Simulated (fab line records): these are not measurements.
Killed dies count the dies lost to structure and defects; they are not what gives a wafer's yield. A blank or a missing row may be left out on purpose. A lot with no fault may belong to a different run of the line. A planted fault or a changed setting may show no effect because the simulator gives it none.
fab line records	flow nand_harc
[record] lots = 5	wafers = 15	last_day = 33
route steps=1302 shown P_GATE@133
lots with no fault: from the same line, run without faults
start_h: start of the lot's first displayed wafer, in hours after the record's first day	wait_h: hours since the lot's step before	" unchanged from the row above	L1.1+2: one row covering several wafers at once	- no value, or no start was given	* or withheld: withheld	< > ~ a bound
route shown NAME@n: a module of which the file shows steps, and the number in the route of the first	usual: average and standard deviation across the fault-free wafers	same: alike in all rows	chamber/n: place in a boat	sites: each site's reading	_std_site: how widely they spread, as a standard deviation	_edge_site: mean of outer sites minus mean of inner sites	radius_mm: for every site, how far away it sits from the centre of the wafer	mask NAME#n: copy n	behind: the tool/chamber that last shaped the wafer	hold: reason for holding the lot/hours on hold/outcome of the hold	device: the n, p or np transistor that did not switch	end of line: the route-end tests of the same wafers	a step without rows: its recipe alone	killed: the dies lost at the first sort to structure and to defects; this is not the yield of the wafer	map: the dies of a wafer, with x for killed, . for not killed, _ for no die there
set.NAME: the run value of the setting; set.NAME@STEP: its run value at that earlier step	model.NAME: the simulator's own value behind a step, which no gauge read
a table for each step, a row for each wafer; lots at some steps of the route
services: when a tool's chamber went out of use (start_h, in hours from the record's first day, below 0 if earlier), for how many hours, and the reason
[[steps]]
[step NHARC_P_GATE_DEHYDRATE_18]
[recipe] temp_c = 150	time_s = 120
[step NHARC_P_GATE_HMDS_19]
[recipe] time_s = 30
[step NHARC_P_GATE_COAT_20]
[recipe] spin_rpm = 1500	resist_thk_nm = 90
[step NHARC_P_GATE_SOFTBAKE_21]
[recipe] temp_c = 105	time_s = 55
[step NHARC_P_GATE_EBR_22]
[step NHARC_P_GATE_EXPOSE_23]
[recipe] na = 1.35	target_cd_nm = 120	dose_mj = 93.91	mask_id = P_GATE
[step NHARC_P_GATE_PEB_24]
[recipe] peb_temp_c = 100	peb_time_s = 65
[step NHARC_P_GATE_DEVELOP_25]
[recipe] develop_time_s = 35	dev_temp_c = 23
[step NHARC_P_GATE_CD_MEAS_26]
[recipe] target_cd_nm = 120	landing_energy_ev = 500
[usual] cd_nm = 120.3/0.59
lot.wafer	tool	chamber	start_h	wait_h	cd_nm
L847.1	cd_sem-03	0	108.25	-	121.0
L847.2	"	0	"	"	120.4
L847.4	"	0	"	"	120.8
L851.1	cd_sem-02	0	141.49	-	120.3
L851.2	"	0	"	"	119.9
L851.6	"	0	"	"	121.2
L853.2	cd_sem-02	0	174.35	-	120.0
L853.5	"	0	"	"	120.2
L853.6	"	0	"	"	119.9
L855.2	cd_sem-01	0	190.05	-	120.4
L855.3	"	0	"	"	119.8
L855.4	"	0	"	"	119.7
L868.2	cd_sem-03	0	319.49	-	120.7
L868.3	"	0	"	"	120.4
L868.5	"	0	"	"	120.8
[step NHARC_P_GATE_OVL_MEAS_27]
[usual] overlay_x_nm = 0.0/0.77	overlay_y_nm = 0.0/0.75
lot.wafer	tool	chamber	start_h	wait_h	overlay_x_nm	overlay_y_nm
L847.1	overlay-01	-	108.33	-	-0.5	-0.4
L847.2	"	-	"	"	-0.4	-0.1
L847.4	"	-	"	"	-0.7	0.2
L851.1	overlay-01	-	141.57	-	0.1	0.5
L851.2	"	-	"	"	-0.3	0.8
L851.6	"	-	"	"	-0.5	1.2
L853.2	overlay-01	-	174.44	-	0.5	-0.9
L853.5	"	-	"	"	0.8	-1.1
L853.6	"	-	"	"	0.8	-0.8
L855.2	overlay-01	-	190.13	-	-0.3	-0.8
L855.3	"	-	"	"	-0.5	-1.3
L855.4	"	-	"	"	-0.2	-1.1
L868.2	overlay-01	-	319.57	-	0.6	0.3
L868.3	"	-	"	"	-0.1	-0.5
L868.5	"	-	"	"	0.4	0.3
[step NHARC_P_GATE_INSPECT_28]
[usual] raw_defect_count = 6/3.1
lot.wafer	tool	chamber	start_h	wait_h	raw_defect_count
L847.1	defect_inspect-01	-	108.37	0.0	8
L847.2	"	-	"	"	10
L847.4	"	-	"	"	6
L851.1	defect_inspect-02	-	141.61	0.0	2
L851.2	"	-	"	"	8
L851.6	"	-	"	"	6
L853.2	defect_inspect-02	-	174.47	0.0	10
L853.5	"	-	"	"	7
L853.6	"	-	"	"	6
L855.2	defect_inspect-02	-	190.17	0.0	5
L855.3	"	-	"	"	6
L855.4	"	-	"	"	6
L868.2	defect_inspect-02	-	319.61	0.0	5
L868.3	"	-	"	"	5
L868.5	"	-	"	"	4
[step NHARC_P_GATE_DESCUM_31]
[recipe] time_s = 3	o2_flow_sccm = 200	ar_flow_sccm = 0	bias_power_w = 0	chemistry = O2
[usual] drypump_motor_current_A = 5.9/0.33	oes_product_au = 0.994/0.0097	rf_vpp_V = 57.9/0.95	showerhead_plenum_p_Torr = 1.93/0.096	throttle_valve_pct = 11.311/0.0093
lot.wafer	tool	chamber	start_h	wait_h	drypump_motor_current_A	oes_product_au	rf_hours_counter_h	rf_vpp_V	showerhead_plenum_p_Torr	throttle_valve_pct
L847.4	rie_diel-12	0	108.44	0.1	6.0	1.001	1	57.4	1.81	11.302
L847.2	"	1	"	"	6.2	0.990	1	57.4	1.82	11.316
L847.1	"	2	"	"	5.6	0.979	1	58.4	1.93	11.317
L851.1	rie_diel-04	3	141.67	0.1	6.5	0.999	9	57.9	2.06	11.309
L851.2	"	2	"	"	5.6	0.988	10	56.9	1.97	11.306
L851.6	"	0	"	"	5.4	0.974	-	58.9	1.97	11.323
L853.2	rie_diel-10	0	174.53	0.1	6.2	0.991	6	58.0	1.94	11.290
L853.5	"	0	"	"	6.2	0.992	-	58.2	1.94	11.297
L853.6	"	1	"	"	6.1	0.992	-	57.5	1.80	11.314
L855.4	rie_diel-10	2	190.24	0.1	6.0	0.998	7	59.4	2.00	11.320
L855.2	"	3	"	"	6.1	0.991	7	57.5	1.94	11.324
L855.3	"	0	"	"	6.2	1.001	7	57.6	1.94	11.318
L868.2	rie_diel-12	2	319.67	0.1	5.6	0.991	1	58.6	1.93	11.312
L868.3	"	3	"	"	5.8	1.012	2	56.0	1.78	11.321
L868.5	"	2	"	"	5.6	0.995	-	59.2	1.93	11.316
[step NHARC_P_GATE_ETCH_104]
[recipe] target_depth_a = 600	time_s = withheld	cf4_flow_sccm = 100	chf3_flow_sccm = 30	ar_flow_sccm = 0	rf_w = 500	bias_w = 200	chemistry = CF4/CHF3
[usual] drypump_motor_current_A = 5.9/0.32	oes_product_au = 0.939/0.022	rf_fwd_power_W = 491.3/2.8	rf_vpp_V = 370.8/2.7	showerhead_plenum_p_Torr = 1.58/0.074	throttle_valve_pct = 16.802/0.0099
lot.wafer	tool	chamber	start_h	wait_h	drypump_motor_current_A	oes_product_au	rf_fwd_power_W	rf_vpp_V	showerhead_plenum_p_Torr	throttle_valve_pct
L847.2	rie_diel-12	2	108.52	0.1	5.6	0.955	486.9	370.9	1.59	16.807
L847.4	"	0	"	"	5.9	0.986	496.6	365.5	1.49	16.786
L847.1	"	1	"	"	6.2	0.963	494.2	368.1	1.50	16.795
L851.2	rie_diel-04	1	141.76	0.1	5.4	0.911	486.1	372.5	1.68	16.800
L851.1	"	2	"	"	5.6	0.916	492.4	371.8	1.62	16.805
L851.6	"	2	"	"	5.7	0.916	491.3	373.5	1.62	16.804
L853.2	rie_diel-10	3	174.63	0.1	6.1	0.912	488.6	369.5	1.59	16.799
L853.6	"	0	"	"	6.2	0.925	491.5	370.7	1.59	16.793
L853.5	"	1	"	"	6.1	0.915	494.2	366.7	1.49	16.806
L855.3	rie_diel-10	3	190.32	0.1	6.1	0.908	488.8	372.0	1.59	16.786
L855.2	"	0	"	"	6.2	0.930	490.6	372.0	1.59	16.802
L855.4	"	1	"	"	6.1	0.919	492.2	367.1	1.48	16.808
L868.3	rie_diel-12	2	319.76	0.1	5.6	0.956	488.4	371.3	1.58	16.809
L868.2	"	0	"	"	6.0	0.985	494.5	368.6	1.49	16.779
L868.5	"	3	"	"	5.8	0.904	430.7	366.9	1.47	16.795
[step NHARC_P_GATE_HM_OPEN_105]
[recipe] target_depth_a = 3600	o2_flow_sccm = 400	cos_flow_sccm = 20	ar_flow_sccm = 0	rf_w = 500	bias_w = 300	chemistry = O2/COS
[usual] drypump_motor_current_A = 5.9/0.33	oes_product_au = 0.994/0.01	rf_fwd_power_W = 497.9/1.6	rf_vpp_V = 467/3.2	showerhead_plenum_p_Torr = 3.14/0.15	throttle_valve_pct = 28.330/0.0089
lot.wafer	tool	chamber	start_h	wait_h	drypump_motor_current_A	oes_product_au	rf_fwd_power_W	rf_hours_counter_h	rf_vpp_V	showerhead_plenum_p_Torr	throttle_valve_pct
L847.2	rie_diel-12	2	-	-	5.6	0.999	497.9	1	469	3.15	28.336
L847.1	"	0	"	"	6.0	1.011	498.3	1	464	2.96	28.333
L847.4	"	1	"	"	6.2	0.996	496.8	1	465	2.97	28.334
L851.1	rie_diel-04	3	-	-	6.5	1.011	500.9	9	471	3.34	28.326
L851.2	"	1	"	"	5.4	0.992	495.9	9	471	3.34	28.318
L851.6	"	3	"	"	6.5	1.006	499.8	-	472	3.34	28.330
L853.2	rie_diel-10	2	-	-	6.0	0.998	499.0	6	471	3.26	28.334
L853.6	"	3	"	"	6.1	0.990	497.5	-	467	3.16	28.314
L853.5	"	0	"	"	6.2	0.994	499.0	-	468	3.16	28.327
L855.3	rie_diel-10	0	-	-	6.2	0.997	497.6	7	470	3.16	28.333
L855.4	"	1	"	"	6.1	0.994	499.4	7	463	2.95	28.342
L855.2	"	3	"	"	6.1	0.996	496.4	7	467	3.16	28.318
L868.2	rie_diel-12	2	-	-	5.6	0.996	495.9	2	468	3.14	28.331
L868.3	"	3	"	"	5.8	0.999	498.4	2	463	2.92	28.347
L868.5	"	2	"	"	5.6	0.994	496.6	-	467	3.14	28.336
[[services]]
tool	chamber	start_h	hours	kind
rie_diel-04	1	86.24	1.5	repair
rie_diel-12	-	91.40	9.0	pm
rie_diel-12	0	91.40	9.0	vent_cycle
rie_diel-12	1	91.40	9.0	vent_cycle
rie_diel-12	2	91.40	9.0	vent_cycle
rie_diel-12	3	91.40	9.0	vent_cycle
rie_diel-10	0	99.00	-	clean
rie_diel-10	1	99.00	-	clean
rie_diel-10	2	99.00	-	clean
rie_diel-10	3	99.00	-	clean
rie_diel-12	0	100.40	-	clean
rie_diel-12	1	100.40	-	clean
rie_diel-12	2	100.40	-	clean
rie_diel-12	3	100.40	-	clean
rie_diel-04	-	115.13	0.1	repair
rie_diel-10	0	123.50	-	clean
rie_diel-10	1	123.50	-	clean
rie_diel-10	2	123.50	-	clean
rie_diel-12	3	135.05	6.8	repair
rie_diel-12	3	174.38	8.2	repair
rie_diel-04	-	177.90	9.0	pm
rie_diel-10	-	242.50	9.0	pm
rie_diel-12	-	268.40	9.0	pm
rie_diel-04	-	317.41	0.2	repair
[[key]]
[first_sign] step = NHARC_P_GATE_ETCH_104	reading = rf_fwd_power_W	direction = down	sigmas = 21	usual = *	struck = *
effect none on later readings
met_at NHARC_P_GATE_ETCH_104
struck_wafers L868.5
tester_left_out L868
[fault] kind = process_parameter_drift	tool = rie_diel-12	chamber = 3	onset_h = 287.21	steps = NHARC_P_GATE_ETCH_104	channel = rf_w	offset = *	shape = step	end_h = 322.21	acts_in = *	stated = *
// tester_left_out: of these lots the tester's yield and bins aren't shown, on N5 and GAA mostly nor the transistor test; their killed dies are dies lost to structure and defects alone, not to doping, threshold or leakage, so they don't give the yield
